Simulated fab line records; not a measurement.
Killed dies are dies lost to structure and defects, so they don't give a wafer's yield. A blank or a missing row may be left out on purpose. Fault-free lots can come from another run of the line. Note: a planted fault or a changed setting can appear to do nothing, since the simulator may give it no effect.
Split-lot experiment | flow n5_finfet | route with 1938 steps; 7 lots, 21 wafers read

## SPLIT DETAILS
At N5_GATE_CUT_COAT_27 (time 60 s, resist thk 10 nm), the setting spin_rpm was moved away from the recipe's 1500 rpm on 6 of the 21 wafers read, by -9.7% to +5.1%. For the rest of the wafers, this setting stayed at what the recipe calls for.

## FROM THE SPLIT TO THE READING: what the file shows between them, 3 steps
- N5_GATE_CUT_COAT_07: resist thk 30 nm
- N5_GATE_CUT_EBR_09
- N5_GATE_CUT_DESCUM_18: chemistry O2, time 7 s

## THE READING
etch.depth_nm (the simulator's own value, which no gauge read), in nm, at N5_GATE_CUT_ETCH_28 (etches underlayer in N2/H2, target depth 13 nm, time 10.4 s). The file gives no usual value for it. Here, 15 wafers ran the recipe; their average is 10.000 nm with a standard deviation of 0.024 nm.

wafer  | tool, chamber at the split | spin_rpm as run, rpm | against the recipe | etch.depth_nm, nm | against lot-mates on the recipe
L077.3 | litho_track-02, 0          | 1500                 | recipe             | 9.98              | -
L077.5 | litho_track-02, 0          | 1500                 | recipe             | 9.968             | -
L077.6 | litho_track-02, 0          | 1500                 | recipe             | 9.977             | -
L078.1 | litho_track-03, 0          | 1500                 | recipe             | 10.03             | -
L078.2 | litho_track-03, 0          | 1396                 | -6.9%              | 10.38             | +0.350
L078.6 | litho_track-03, 0          | 1396                 | -6.9%              | 10.39             | +0.360
L082.3 | litho_track-03, 0          | 1500                 | recipe             | 9.985             | -
L082.4 | litho_track-03, 0          | 1354                 | -9.7%              | 10.52             | +0.535
L082.5 | litho_track-03, 0          | 1354                 | -9.7%              | 10.48             | +0.495
L090.1 | litho_track-03, 0          | 1500                 | recipe             | 10                | -
L090.3 | litho_track-03, 0          | 1500                 | recipe             | 9.979             | -
L090.6 | litho_track-03, 0          | 1500                 | recipe             | 10.01             | -
L092.1 | litho_track-03, 0          | 1500                 | recipe             | 9.998             | -
L092.2 | litho_track-03, 0          | 1500                 | recipe             | 9.978             | -
L092.6 | litho_track-03, 0          | 1500                 | recipe             | 9.993             | -
L094.3 | litho_track-03, 0          | 1500                 | recipe             | 10.03             | -
L094.4 | litho_track-03, 0          | 1500                 | recipe             | 10.04             | -
L094.6 | litho_track-03, 0          | 1500                 | recipe             | 10.04             | -
L095.3 | litho_track-04, 0          | 1500                 | recipe             | 9.99              | -
L095.5 | litho_track-04, 0          | 1577                 | +5.1%              | 9.774             | -0.216
L095.6 | litho_track-04, 0          | 1577                 | +5.1%              | 9.76              | -0.230

THE FIT
A straight line over all 21 wafers: etch.depth_nm changes by -0.0512 nm for each +1% of spin_rpm; r = -0.99; the points scatter about the line by 0.025 nm.
The same after taking each lot's own level away (the mean of its wafers on the recipe; 21 wafers): -0.0505 nm for each +1%; r = -1.00; scatter 0.016 nm.
Per that fit: largest spin_rpm move, reading shift of 0.49 nm.
The lots' own levels span 9.9750 to 10.0367 nm, that is 2.6 times the standard deviation above.
Hence the lot-to-lot level has little effect on the slope; both slopes agree.
Check: +0.483 nm against its lot-mates is what the line predicts for one of the wafers moved furthest among these (-9.7%) when that wafer is left out of the fit. It came out at +0.535 nm against them.

## OTHER SPLITS APPLIED TO THESE WAFERS
Other splits were also applied to these wafers ahead of the reading. Each is held against what the fit with the lots' levels taken away leaves over:
other split on the same wafers       | wafers away from the commonest value | r with etch.depth_nm (lot level and that fit taken away)
N5_SD_EPI_P_EPI_21 epi_growth_time_s | 6                                    | +0.35
N5_HKMG_FIN_HK_ALD_01 ald_cycles     | 7                                    | -0.06
N5_HKMG_FIN_COAT_43 spin_rpm         | 5                                    | -0.21
N5_GATE_CUT_ETCH_58 source_w         | 9                                    | -0.01

## THE WHOLE CHAIN: every reading that the file lists as answering this split, in the file's order
step                | what it does                                                | reading                                                                                | change (the file's fit)                | r (the file's)
N5_GATE_CUT_COAT_27 | time 60 s, resist thk 10 nm                                 | underlayer_of_GATE_CUT_COAT_27.thk_nm (the simulator's own value, which no gauge read) | -0.0512 nm for each +1% of the setting | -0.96
N5_GATE_CUT_ETCH_28 | etches underlayer in N2/H2, target depth 13 nm, time 10.4 s | CAR-EUV_of_GATE_CUT_COAT_07.thk_nm (the simulator's own value, which no gauge read)    | +0.0649 nm for each +1% of the setting | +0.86
N5_GATE_CUT_ETCH_28 | etches underlayer in N2/H2, target depth 13 nm, time 10.4 s | etch.depth_nm (the simulator's own value, which no gauge read)                         | -0.051 nm for each +1% of the setting  | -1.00

## FILE'S OWN FIT
etch.depth_nm changes by -0.051 nm for each +1% of spin_rpm, r = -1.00.
